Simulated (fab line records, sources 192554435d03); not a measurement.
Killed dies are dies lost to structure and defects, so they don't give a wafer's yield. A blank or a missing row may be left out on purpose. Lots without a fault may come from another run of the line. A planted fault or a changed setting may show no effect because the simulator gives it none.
Chamber matching | flow n5_finfet | N5_FIN_SAQP_PECVD_48 on pecvd-04: 3 sister chambers
The step deposits SiNx from SiH4/NH3/N2, target thk 25 nm, time 22.1 s. 3 wafers are shown with their chamber, then 8 later ones without.

WAFERS WITH THEIR CHAMBER
wafer  | chamber | showerhead_plenum_p_Torr (Torr)
L085.6 | 0       | 5.07
L089.4 | 2       | 5.19
L094.2 | 1       | 5.09

WAFERS WITHOUT THEIR CHAMBER
wafer  | showerhead_plenum_p_Torr (Torr)
L094.3 | 5.18
L094.5 | 5.07
L095.4 | 5.11
L095.5 | 5.07
L095.6 | 5.18
L096.2 | 5.18
L096.3 | 5.07
L096.6 | 5.19

WHICH CHAMBER EACH WENT THROUGH
wafer  | from the rows above | in truth
L094.3 | 2                   | 2
L094.5 | 0                   | 0
L095.4 | 1                   | 1
L095.5 | 0                   | 0
L095.6 | 2                   | 2
L096.2 | 2                   | 2
L096.3 | 0                   | 0
L096.6 | 2                   | 2
Placed correctly: 8 of 8. Can't be placed from these rows: 0. Placed wrongly: 0.
How it was worked out, from the rows above alone: a wafer's distance from a chamber is the root of the sum, over the readings, of the square of ((its reading less the chamber's mean) divided by the reading's scatter). The wafer belongs to the nearest chamber; if the next one is less than 2 further off, it can't be placed. A chamber's mean is the mean of its shown wafers. The scatter: with one shown wafer a chamber, the root of the mean of the squares of how far each hidden wafer lies from its nearest shown one.
